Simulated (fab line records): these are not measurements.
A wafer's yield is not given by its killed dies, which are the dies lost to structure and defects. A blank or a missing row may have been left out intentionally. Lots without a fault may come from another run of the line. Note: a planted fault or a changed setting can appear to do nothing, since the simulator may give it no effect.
fab line records	flow n5_finfet	part 1 of 2: steps 1 to 4 of 6
[record] lots = 20	wafers = 60	last_day = 17
route steps=1938 shown ZERO_LAYER@14 PMOS_HMC_CHANNEL_EPI@68 FIN_SAQP@135 DUMMY_GATE@214
lots untouched by any fault: they come from a run of this same line in which no faults occurred
start_h: the number of hours between the record's first day and the start of the first shown wafer of the lot	wait_h: time in hours since the lot's previous step	" unchanged from the row above	L1.1+2: one row covering several wafers at once	- no value, or no start given	* or withheld: withheld	< > ~ a bound
route shown NAME@n: a module of which the file shows steps, and the number in the route of the first	usual: mean/standard deviation taken from wafers without a fault	same: alike in all rows	chamber/n: place in a boat	sites: the reading at each site	_std_site: standard deviation of those values	_edge_site: the outer-site mean with the inner-site mean subtracted	radius_mm: how far each site lies from the wafer's centre	mask NAME#n: copy n	behind: tool/chamber where the wafer was last shaped	hold: the reason the lot was held/the length of the hold in hours/how it ended	device: the n, p or np transistor that did not switch	end of line: the tests these same wafers got at the end of their route	a step given without rows: its recipe and nothing more	killed: dies that structure and defects cost at the first sort, which is not the same as the wafer's yield	map: per-die view of a wafer (x killed, . not killed, _ where there is no die)
set.NAME: setting as actually run; set.NAME@STEP: the setting as run at that earlier step	model.NAME: the simulator's own value behind a step, which no gauge read
one table for each step of the route and one row for each wafer, over a sample of lots
services: when a tool's chamber went out of use (start_h, in hours from the record's first day, below 0 if earlier), for how many hours, and the reason
[[steps]]
[step N5_ZERO_LAYER_DESCUM_16]
[recipe] chemistry = O2	time_s = 7.9	source_power_w = 50	bias_power_w = 20	pressure_mtorr = 20	rf_frequency_hz = 2.712e+07	temp_c = 40	o2_flow_sccm = 225
[usual] drypump_motor_current_A = 5.9/0.45	oes_product_au = 0.78/0.088	rf_fwd_power_W = 49.37/0.19	rf_vpp_V = 243.3/1.2	showerhead_plenum_p_Torr = 2.11/0.066	throttle_valve_pct = 20.46/0.23
lot.wafer	tool	chamber	start_h	wait_h	drypump_motor_current_A	oes_product_au	rf_fwd_power_W	rf_hours_counter_h	rf_vpp_V	showerhead_plenum_p_Torr	throttle_valve_pct
L074.2	rie_diel-02	0	13.08	0.3	6.3	0.74	49.33	158	244.6	2.18	20.15
L074.4	"	2	"	"	6.1	0.73	49.65	-	242.3	2.07	20.76
L074.5	"	1	"	"	6.7	0.88	49.34	-	243.0	2.14	20.13
L075.1	rie_diel-03	3	19.05	0.3	5.7	0.73	49.58	163	243.0	2.18	20.58
L075.2	"	0	"	"	6.2	0.72	49.05	205	244.0	2.07	20.28
L075.5	"	3	"	"	5.7	0.73	49.53	-	242.2	2.18	20.57
L076.3	rie_diel-03	1	24.68	0.0	5.7	0.79	49.13	126	242.5	2.01	20.58
L076.5	"	2	"	"	6.6	0.70	49.18	-	243.9	2.17	20.67
L076.6	"	1	"	"	5.7	0.79	49.07	-	242.0	2.01	20.59
L077.2	rie_diel-02	0	30.70	0.0	6.3	0.73	49.63	166	245.4	2.18	20.16
L077.3	"	2	"	"	6.2	0.72	49.44	209	243.7	2.07	20.78
L077.4	"	3	"	"	5.3	0.97	49.25	3	242.8	2.05	20.12
L078.2	rie_diel-02	3	36.70	0.0	5.2	0.96	49.08	4	241.4	2.05	20.09
L078.3	"	1	"	"	6.6	0.86	49.42	49	244.3	2.14	20.16
L078.4	"	2	"	"	6.1	0.71	49.56	211	242.8	2.07	20.77
L079.2	rie_diel-06	2	42.81	0.0	5.3	0.78	49.33	115	243.5	2.10	20.64
L079.3	"	0	"	"	6.0	0.91	49.74	31	242.9	2.15	20.64
L079.6	"	2	"	"	5.4	0.80	49.53	-	242.1	2.10	20.65
L080.3	rie_diel-06	1	49.14	0.3	5.5	0.70	49.62	227	241.2	2.06	20.45
L080.4	"	2	"	"	5.3	0.80	49.33	-	242.0	2.10	20.64
L080.6	"	0	"	"	6.0	0.90	49.36	-	244.8	2.15	20.62
L081.3	rie_diel-03	2	54.68	0.0	6.6	0.69	49.38	225	244.8	2.17	20.68
L081.4	"	0	"	"	6.2	0.71	49.50	217	242.5	2.06	20.30
L081.6	"	0	"	"	6.2	0.70	49.48	-	242.4	2.06	20.30
L082.1	rie_diel-02	2	60.81	0.0	6.1	0.71	49.37	215	242.4	2.07	20.78
L082.2	"	3	"	"	5.3	0.93	49.03	13	243.4	2.05	20.13
L082.3	"	1	"	"	6.6	0.85	49.34	56	243.7	2.13	20.15
L083.2	rie_diel-06	0	66.77	0.1	6.1	0.89	49.47	42	243.5	2.15	20.66
L083.5	"	2	"	"	5.4	0.78	49.33	-	242.2	2.10	20.66
L083.6	"	0	"	"	6.1	0.88	49.25	-	244.1	2.15	20.66
L084.2	rie_diel-06	0	73.00	0.2	6.1	0.90	49.21	45	242.8	2.15	20.65
L084.3	"	3	"	"	5.4	1.00	49.11	2	244.7	2.25	20.21
L084.4	"	2	"	"	5.4	0.78	49.45	128	243.7	2.10	20.66
L086.1	rie_diel-06	0	84.94	0.2	6.1	0.87	49.49	49	241.8	2.15	20.67
L086.2	"	1	"	"	5.5	0.69	49.40	237	242.8	2.06	20.47
L086.6	"	3	"	"	5.4	0.96	48.86	-	245.4	2.24	20.20
L087.1	rie_diel-06	1	90.68	0.0	5.5	0.70	49.47	239	242.4	2.06	20.48
L087.2	"	2	"	"	5.3	0.77	49.23	133	242.6	2.10	20.68
L087.4	"	3	"	"	5.4	0.97	49.13	7	245.3	2.24	20.21
L090.1	rie_diel-06	1	108.81	0.0	5.5	0.70	49.48	244	242.3	2.06	20.49
L090.3	"	2	"	"	5.4	0.77	49.27	138	244.5	2.10	20.67
L090.5	"	0	"	"	6.0	0.86	49.62	-	242.9	2.15	20.68
L091.2	rie_diel-03	2	114.92	0.1	6.6	0.68	49.32	244	243.5	2.16	20.69
L091.4	"	0	"	"	6.2	0.69	49.09	237	241.6	2.06	20.32
L091.6	"	1	"	"	5.7	0.76	49.18	-	243.3	2.00	20.62
L092.2	rie_diel-06	1	121.03	0.1	5.5	0.69	49.59	248	241.1	2.05	20.48
L092.4	"	0	"	"	6.0	0.86	49.22	60	243.3	2.15	20.69
L092.6	"	2	"	"	5.4	0.77	49.53	-	244.3	2.09	20.68
L093.2	rie_diel-03	0	126.80	0.0	6.2	0.70	49.57	241	242.3	2.06	20.33
L093.3	"	3	"	"	5.7	0.71	49.77	196	245.0	2.17	20.63
L093.5	"	2	"	"	6.5	0.68	49.13	-	245.1	2.16	20.71
L094.1	rie_diel-06	3	132.82	0.0	5.4	0.93	49.24	20	247.5	2.24	20.23
L094.5	"	0	"	"	6.0	0.86	49.39	-	244.4	2.14	20.69
L094.6	"	3	"	"	5.4	0.93	49.12	-	246.0	2.24	20.22
L095.1	rie_diel-02	2	138.76	0.1	6.1	0.70	49.62	239	243.9	2.06	20.81
L095.2	"	1	"	"	6.6	0.81	49.32	79	243.8	2.13	20.19
L095.5	"	3	"	"	5.2	0.88	49.66	-	243.1	2.04	20.17
L096.2	rie_diel-02	2	144.87	0.2	6.1	0.69	49.60	241	242.4	2.06	20.83
L096.4	"	1	"	"	6.6	0.81	49.56	80	243.8	2.13	20.18
L096.6	"	3	"	"	5.3	0.87	49.28	-	242.2	2.04	20.16
[step N5_PMOS_HMC_CHANNEL_EPI_DESCUM_14]
[recipe] chemistry = O2	time_s = 7.9	source_power_w = 50	bias_power_w = 20	pressure_mtorr = 20	rf_frequency_hz = 2.712e+07	temp_c = 40	resist = CAR-ArF-block	o2_flow_sccm = 225
[usual] drypump_motor_current_A = 5.9/0.46	oes_product_au = 0.78/0.088	rf_fwd_power_W = 49.39/0.2	rf_vpp_V = 243.3/1.2	showerhead_plenum_p_Torr = 2.11/0.062	throttle_valve_pct = 20.45/0.24
lot.wafer	tool	chamber	start_h	wait_h	drypump_motor_current_A	oes_product_au	rf_fwd_power_W	rf_hours_counter_h	rf_vpp_V	showerhead_plenum_p_Torr	throttle_valve_pct
L074.2	rie_diel-02	1	18.37	0.5	6.7	0.86	49.28	41	244.0	2.14	20.13
L074.4	"	2	"	"	6.1	0.73	49.60	-	243.3	2.07	20.76
L074.5	"	1	"	"	6.7	0.87	49.41	-	242.0	2.14	20.13
L075.1	rie_diel-06	1	23.84	0.2	5.5	0.71	49.38	223	243.2	2.06	20.45
L075.2	"	3	"	"	5.4	0.70	49.19	243	241.6	1.98	20.48
L075.5	"	1	"	"	5.5	0.71	49.49	-	244.0	2.06	20.44
L076.3	rie_diel-06	1	29.49	0.4	5.5	0.70	49.39	224	243.1	2.06	20.45
L076.5	"	0	"	"	6.0	0.91	49.65	-	244.1	2.16	20.65
L076.6	"	1	"	"	5.5	0.70	49.39	-	242.6	2.06	20.44
L077.2	rie_diel-06	0	35.19	0.0	6.0	0.91	49.64	30	243.8	2.16	20.63
L077.3	"	3	"	"	5.4	0.70	49.05	245	240.9	1.98	20.49
L077.4	"	2	"	"	5.4	0.81	49.74	113	241.6	2.10	20.63
L078.2	rie_diel-03	2	41.29	0.0	6.6	0.70	49.22	221	243.3	2.17	20.67
L078.3	"	0	"	"	6.2	0.72	49.40	213	242.4	2.07	20.30
L078.4	"	2	"	"	6.6	0.69	49.16	-	243.9	2.17	20.68
L079.2	rie_diel-06	1	48.97	0.8	5.5	0.70	49.60	227	242.6	2.06	20.45
L079.3	"	0	"	"	6.0	0.90	49.56	35	244.2	2.15	20.64
L079.6	"	1	"	"	5.5	0.70	49.59	-	243.5	2.06	20.43
L080.3	rie_diel-02	0	53.31	0.0	6.3	0.72	49.46	173	243.4	2.18	20.17
L080.4	"	3	"	"	5.2	0.94	49.39	-	242.8	2.05	20.10
L080.6	"	0	"	"	6.3	0.73	49.79	-	244.6	2.18	20.15
L081.3	rie_diel-03	1	59.51	0.4	5.6	0.78	49.16	135	241.9	2.00	20.60
L081.4	"	0	"	"	6.2	0.71	49.65	219	240.7	2.06	20.30
L081.6	"	1	"	"	5.6	0.78	49.33	-	241.4	2.00	20.58
L082.1	rie_diel-06	0	65.66	0.1	6.1	0.90	49.25	41	244.5	2.15	20.65
L082.2	"	2	"	"	5.3	0.79	49.54	125	243.9	2.10	20.67
L082.3	"	0	"	"	6.1	0.89	49.25	-	242.6	2.15	20.65
L083.2	rie_diel-02	0	71.49	0.0	6.2	0.73	49.46	179	244.2	2.18	20.18
L083.5	"	1	"	"	6.6	0.85	49.23	-	243.1	2.13	20.16
L083.6	"	0	"	"	6.2	0.72	49.55	-	243.9	2.18	20.16
L084.2	rie_diel-03	1	77.42	0.0	5.7	0.77	49.31	141	241.4	2.00	20.61
L084.3	"	3	"	"	5.7	0.70	49.88	183	244.0	2.17	20.60
L084.4	"	2	"	"	6.6	0.68	49.03	233	244.7	2.16	20.70
L086.1	rie_diel-02	2	89.76	0.3	6.1	0.70	49.48	225	241.4	2.06	20.80
L086.2	"	1	"	"	6.6	0.84	49.34	65	243.3	2.13	20.17
L086.6	"	0	"	"	6.3	0.71	49.48	-	243.8	2.17	20.15
L087.1	rie_diel-02	0	96.51	0.7	6.3	0.72	49.40	186	244.6	2.17	20.18
L087.2	"	1	"	"	6.6	0.83	49.57	67	243.9	2.13	20.17
L087.4	"	2	"	"	6.1	0.71	49.77	227	243.4	2.06	20.82
L090.1	rie_diel-02	0	114.31	0.5	6.3	0.72	49.63	191	245.5	2.17	20.18
L090.3	"	2	"	"	6.1	0.71	49.14	232	243.7	2.06	20.82
L090.5	"	0	"	"	6.3	0.71	49.45	-	245.4	2.17	20.20
L091.2	rie_diel-02	0	119.56	0.0	6.3	0.71	49.43	192	246.0	2.17	20.19
L091.4	"	1	"	"	6.6	0.82	49.26	73	244.2	2.13	20.17
L091.6	"	0	"	"	6.2	0.71	49.53	-	243.1	2.17	20.18
L092.2	rie_diel-03	2	125.58	0.0	6.6	0.68	49.39	247	244.8	2.16	20.71
L092.4	"	1	"	"	5.7	0.77	49.23	155	242.0	2.00	20.62
L092.6	"	1	"	"	5.7	0.77	49.35	-	241.2	2.00	20.61
L093.2	rie_diel-06	3	131.50	0.2	5.4	0.94	48.92	20	244.9	2.24	20.21
L093.3	"	0	"	"	6.0	0.85	49.41	63	242.9	2.14	20.69
L093.5	"	0	"	"	6.0	0.86	49.51	-	242.3	2.14	20.69
L094.1	rie_diel-03	3	138.11	0.0	5.7	0.71	49.57	199	244.4	2.17	20.62
L094.5	"	1	"	"	5.7	0.77	48.93	-	242.3	2.00	20.63
L094.6	"	3	"	"	5.7	0.70	49.53	-	245.4	2.17	20.62
L095.1	rie_diel-03	3	144.13	0.0	5.7	0.69	49.72	202	244.8	2.17	20.64
L095.2	"	0	"	"	6.2	0.69	49.80	246	242.0	2.05	20.36
L095.5	"	3	"	"	5.7	0.70	49.36	-	243.8	2.17	20.65
L096.2	rie_diel-02	2	149.41	0.0	6.1	0.69	49.53	242	242.6	2.06	20.82
L096.4	"	3	"	"	5.2	0.88	49.12	39	241.6	2.04	20.16
L096.6	"	2	"	"	6.1	0.70	49.50	-	242.7	2.06	20.83
[step N5_PMOS_HMC_CHANNEL_EPI_INSPECT_30]
[recipe] inspect_instrument = darkfield	mode = post_epi
[usual] raw_defect_count = 19/6.9
lot.wafer	tool	chamber	start_h	wait_h	raw_defect_count
L074.2	defect_inspect-01	-	21.12	0.0	13
L074.4	"	-	"	"	24
L074.5	"	-	"	"	19
L075.1	defect_inspect-02	-	26.65	0.0	22
L075.2	"	-	"	"	17
L075.5	"	-	"	"	16
L076.3	defect_inspect-02	-	33.16	0.0	16
L076.5	"	-	"	"	14
L076.6	"	-	"	"	9
L077.2	defect_inspect-01	-	37.92	0.0	16
L077.3	"	-	"	"	8
L077.4	"	-	"	"	7
L078.2	defect_inspect-01	-	44.42	0.0	16
L078.3	"	-	"	"	21
L078.4	"	-	"	"	19
L079.2	defect_inspect-01	-	51.82	0.0	22
L079.3	"	-	"	"	30
L079.6	"	-	"	"	16
L080.3	defect_inspect-02	-	56.05	0.0	22
L080.4	"	-	"	"	14
L080.6	"	-	"	"	16
L081.3	defect_inspect-01	-	62.35	0.0	24
L081.4	"	-	"	"	29
L081.6	"	-	"	"	14
L082.1	defect_inspect-01	-	68.58	0.0	24
L082.2	"	-	"	"	14
L082.3	"	-	"	"	22
L083.2	defect_inspect-01	-	74.25	0.0	12
L083.5	"	-	"	"	18
L083.6	"	-	"	"	14
L084.2	defect_inspect-02	-	80.30	0.0	7
L084.3	"	-	"	"	16
L084.4	"	-	"	"	16
L086.1	defect_inspect-02	-	92.50	0.0	30
L086.2	"	-	"	"	19
L086.6	"	-	"	"	22
L087.1	defect_inspect-02	-	99.35	0.0	19
L087.2	"	-	"	"	28
L087.4	"	-	"	"	28
L090.1	defect_inspect-01	-	117.15	0.0	30
L090.3	"	-	"	"	28
L090.5	"	-	"	"	35
L091.2	defect_inspect-01	-	122.74	0.0	26
L091.4	"	-	"	"	14
L091.6	"	-	"	"	21
L092.2	defect_inspect-01	-	128.75	0.0	36
L092.4	"	-	"	"	42
L092.6	"	-	"	"	29
L093.2	defect_inspect-01	-	134.64	0.0	10
L093.3	"	-	"	"	19
L093.5	"	-	"	"	19
L094.1	defect_inspect-01	-	141.12	0.0	7
L094.5	"	-	"	"	16
L094.6	"	-	"	"	23
L095.1	defect_inspect-02	-	146.90	0.0	12
L095.2	"	-	"	"	7
L095.5	"	-	"	"	9
L096.2	defect_inspect-01	-	152.37	0.0	16
L096.4	"	-	"	"	18
L096.6	"	-	"	"	19
[step N5_FIN_SAQP_ETCH_67]
[recipe] chemistry = CH3F/O2	target = SiNx	target_depth_a = 300	mask_material = SOC	pressure_mtorr = 30	source_w = 395	bias_w = 73	Ar_flow_sccm = 150	CH3F_flow_sccm = 30	O2_flow_sccm = 20	ion_energy_ev = 120
[usual] CH3F_flow_sccm = 30.00/0.093	drypump_motor_current_A = 5.5/0.39	oes_product_au = 0.77/0.077	rf_fwd_power_W = 390.9/1.6	rf_vpp_V = 300/11	showerhead_plenum_p_Torr = 1.99/0.081	throttle_valve_pct = 16.40/0.21
lot.wafer	tool	chamber	start_h	wait_h	CH3F_flow_sccm	drypump_motor_current_A	oes_product_au	rf_fwd_power_W	rf_hours_counter_h	rf_vpp_V	showerhead_plenum_p_Torr	throttle_valve_pct
L074.2	rie_diel-05	1	25.20	0.0	30.06	5.6	0.87	390.5	20	296	1.97	16.06
L074.4	"	2	"	"	29.95	5.7	0.83	391.5	91	292	1.86	16.64
L074.5	"	1	"	"	30.09	5.6	0.87	391.1	-	296	1.97	16.04
L075.1	rie_diel-01	3	30.84	0.0	30.04	5.9	0.74	390.5	150	318	2.08	16.39
L075.2	"	0	"	"	29.94	6.0	0.69	391.1	242	320	1.96	16.51
L075.5	"	1	"	"	29.98	5.2	0.80	389.1	-	293	2.01	16.35
L076.3	rie_diel-01	0	37.65	0.0	29.79	6.0	0.69	393.0	245	321	1.96	16.53
L076.5	"	1	"	"	29.82	5.2	0.81	392.4	-	294	2.01	16.35
L076.6	"	2	"	"	29.87	5.4	0.94	392.7	-	315	2.05	16.18
L077.2	rie_diel-04	0	42.84	0.0	30.02	6.0	0.69	390.8	213	304	2.09	16.52
L077.3	"	3	"	"	30.04	5.0	0.72	390.3	209	294	2.06	16.28
L077.4	"	0	"	"	30.14	6.0	0.70	389.0	-	304	2.09	16.53
L078.2	rie_diel-01	0	50.05	0.0	30.03	6.0	0.70	395.0	249	321	1.96	16.53
L078.3	"	2	"	"	29.91	5.4	0.93	393.4	21	314	2.05	16.17
L078.4	"	1	"	"	29.96	5.2	0.79	388.5	104	291	2.01	16.37
L079.2	rie_diel-05	2	56.38	0.0	29.85	5.7	0.83	388.7	101	293	1.86	16.66
L079.3	"	0	"	"	30.02	4.9	0.74	387.0	157	290	1.90	16.38
L079.6	"	3	"	"	30.03	5.0	0.75	393.6	-	290	2.06	16.35
L080.3	rie_diel-05	2	60.41	0.0	29.88	5.7	0.83	393.6	102	295	1.86	16.67
L080.4	"	0	"	"	30.09	4.9	0.74	389.2	159	290	1.90	16.37
L080.6	"	3	"	"	30.04	5.0	0.73	391.2	-	292	2.06	16.34
L081.3	rie_diel-05	3	67.15	0.0	30.07	5.0	0.73	391.7	182	293	2.06	16.34
L081.4	"	2	"	"	29.88	5.7	0.83	391.8	105	293	1.86	16.68
L081.6	"	3	"	"	30.12	5.0	0.73	390.9	-	292	2.06	16.34
L082.1	rie_diel-01	3	72.96	0.0	30.06	5.9	0.73	388.8	168	319	2.08	16.44
L082.2	"	1	"	"	29.98	5.2	0.78	391.9	115	291	2.00	16.39
L082.3	"	0	"	"	29.86	6.0	1.02	392.6	1	320	1.96	16.00
L083.2	rie_diel-04	1	79.01	0.0	30.23	5.6	0.70	391.9	203	290	1.91	16.51
L083.5	"	2	"	"	30.10	5.7	0.72	392.1	-	316	2.08	16.76
L083.6	"	1	"	"	30.15	5.6	0.70	390.9	-	291	1.91	16.51
L084.2	rie_diel-05	1	85.65	0.0	30.04	5.6	0.84	388.9	40	297	1.96	16.10
L084.3	"	2	"	"	30.09	5.7	0.82	391.8	112	294	1.85	16.71
L084.4	"	0	"	"	29.96	4.9	0.73	389.9	167	290	1.90	16.40
L086.1	rie_diel-04	0	97.84	0.0	30.04	6.0	0.67	389.2	234	305	2.08	16.56
L086.2	"	2	"	"	30.13	5.7	0.72	391.6	204	316	2.08	16.78
L086.6	"	3	"	"	30.00	5.0	0.69	391.2	-	292	2.06	16.31
L087.1	rie_diel-05	3	105.67	0.0	30.00	5.0	0.73	390.2	195	290	2.05	16.37
L087.2	"	0	"	"	29.91	4.9	0.73	389.9	174	289	1.89	16.42
L087.4	"	1	"	"	30.05	5.6	0.83	390.2	48	297	1.96	16.11
L090.1	rie_diel-05	2	121.42	0.0	30.05	5.7	0.81	392.3	125	295	1.85	16.70
L090.3	"	0	"	"	29.98	4.9	0.73	390.2	179	290	1.89	16.42
L090.5	"	1	"	"	30.01	5.6	0.81	388.0	-	297	1.96	16.11
L091.2	rie_diel-01	3	127.50	0.0	29.89	5.9	0.72	389.6	185	320	2.07	16.47
L091.4	"	0	"	"	30.01	6.0	0.94	392.9	19	321	1.95	16.02
L091.6	"	2	"	"	29.97	5.4	0.88	390.4	-	314	2.04	16.26
L092.2	rie_diel-05	0	132.82	0.0	30.01	4.9	0.72	389.5	182	290	1.89	16.40
L092.4	"	1	"	"	29.93	5.6	0.81	392.0	57	297	1.95	16.12
L092.6	"	3	"	"	29.96	5.0	0.72	392.0	-	291	2.05	16.39
L093.2	rie_diel-04	1	138.89	0.0	29.86	5.6	0.69	392.6	224	292	1.91	16.56
L093.3	"	0	"	"	29.92	6.0	0.67	390.8	247	306	2.07	16.59
L093.5	"	3	"	"	29.96	5.0	0.67	389.6	-	294	2.05	16.33
L094.1	rie_diel-05	0	145.50	0.0	29.94	4.8	0.72	390.0	186	289	1.89	16.42
L094.5	"	2	"	"	30.08	5.7	0.79	388.5	-	293	1.85	16.72
L094.6	"	3	"	"	30.15	5.0	0.72	391.2	-	292	2.05	16.41
L095.1	rie_diel-05	1	151.37	0.0	30.06	5.6	0.80	392.1	63	297	1.95	16.13
L095.2	"	2	"	"	30.05	5.7	0.80	390.4	136	294	1.85	16.74
L095.5	"	2	"	"	30.00	5.7	0.80	391.8	-	292	1.85	16.74
L096.2	rie_diel-05	1	157.14	0.0	29.97	5.5	0.79	389.3	65	297	1.95	16.15
L096.4	"	0	"	"	30.04	4.8	0.71	389.7	188	290	1.89	16.41
L096.6	"	1	"	"	30.03	5.5	0.80	391.1	-	296	1.95	16.11
